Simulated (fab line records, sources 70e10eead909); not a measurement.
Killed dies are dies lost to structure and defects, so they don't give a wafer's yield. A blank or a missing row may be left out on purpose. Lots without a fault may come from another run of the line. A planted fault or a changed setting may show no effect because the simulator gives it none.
A struck lot beside a sound one | flow nand_harc | 15 steps out of a route of 1159
Sound: wafers L437.2, L437.3, L437.6. Struck: wafers L448.2, L448.3. (L448.5 of the same lot was not struck and is left out.) The cause comes at the end.
At each step with rows: each side's tool, then ch and its chambers, then its first start. Under that, the readings that differ: sound wafers | struck wafers | difference of the means | sigmas: that difference in standard deviations of wafers without a fault.
alike: readings whose means differ by less than 2 such deviations, and words and numbers that are the same on both sides. not compared: withheld readings, readings that some wafer has no value for, bounds like >300 that may hide the same value, and numbers for which the record gives no deviation and whose values overlap.
The two part at a step that has a row with sigmas, a row that says differs or no value, or rows on one side only. Numbers that don't overlap but have no deviation are shown without sigmas and don't part them. A reading that every wafer of one side lacks parts them only if that side has two wafers or more.

first, 7 steps without rows for these wafers: NHARC_A_M0_COAT_33 (time 65 s); NHARC_A_M0_COAT_03 (resist thk 90 nm); NHARC_A_M0_SOFTBAKE_04 (time 55 s); NHARC_A_M0_EBR_05; NHARC_A_M0_EXPOSE_06 (exposes mask A M0, target cd 80 nm); NHARC_A_M0_PEB_07 (peb time 65 s); NHARC_A_M0_DEVELOP_08 (develop time 35 s).
NHARC_A_M0_CD_MEAS_09: target cd 80 nm.
  sound on cd_sem-02 ch 0, day 18 08:19; struck on cd_sem-02 ch 0, day 21 19:01
  alike: cd_nm
NHARC_A_M0_OVL_MEAS_10: pitch 160 nm.
  sound on overlay-01, day 18 08:23; struck on overlay-02, day 21 19:06
  alike: overlay_x_nm, overlay_y_nm
NHARC_A_M0_INSPECT_11:
  sound on defect_inspect-02, day 18 08:26; struck on defect_inspect-02, day 21 19:08
  alike: raw_defect_count
NHARC_A_M0_DESCUM_14: chemistry O2, time 3 s.
  sound on rie_diel-11 ch 0,2,3, day 18 08:31; struck on rie_diel-11 ch 2,3, day 21 19:12
  alike: drypump_motor_current_A, o2_flow_sccm, oes_product_au, rf_vpp_V, showerhead_plenum_p_Torr, throttle_valve_pct
  not compared: rf_hours_counter_h
NHARC_A_M0_ETCH_34: etches the open film in N2/H2, target depth 40 nm, overetch 12 nm, time 43.94 s.
  sound on rie_diel-11 ch 0,1,3, day 18 08:35; struck on rie_diel-11 ch 0,3, day 21 19:21
  alike: drypump_motor_current_A, oes_product_au, rf_vpp_V, showerhead_plenum_p_Torr, throttle_valve_pct
  not compared: rf_hours_counter_h
NHARC_A_M0_ETCH_15: etches the open film in C4F8/Ar, target depth 150 nm, overetch 15 nm, time 82.5 s.
  sound on rie_diel-11 ch 0,1, day 18 08:40; struck on rie_diel-11 ch 0,2, day 21 19:26
  reading               | sound             | struck      | difference | sigmas
  oes_product_au (a.u.) | 0.957 0.954 0.975 | 0.860 0.862 | -0.101     | -5
  alike: rf_vpp_V
  not compared: rf_hours_counter_h
NHARC_A_M0_CD_MEAS_16:
  sound on cd_sem-03, day 18 08:47; struck on cd_sem-02, day 21 19:35
  alike: cd_nm
-- the record jumps here: 2 days lie between the struck wafers' starts before and after (it left off in module A_M0 and takes up again in module END, whose first step shown is number 1159 of the route) --
NHARC_END_SORT_01:
  the record has rows for the struck wafers here (prober-02 ch 0, day 23 23:13) and none for the sound ones

WHERE THEY PART
First at NHARC_A_M0_ETCH_15; last, within this record, at NHARC_END_SORT_01.

WHY: what the simulator had put in
Process parameter drift: rie_diel-11, from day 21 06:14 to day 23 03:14, at NHARC_A_M0_ETCH_15. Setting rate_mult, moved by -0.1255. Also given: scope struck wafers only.
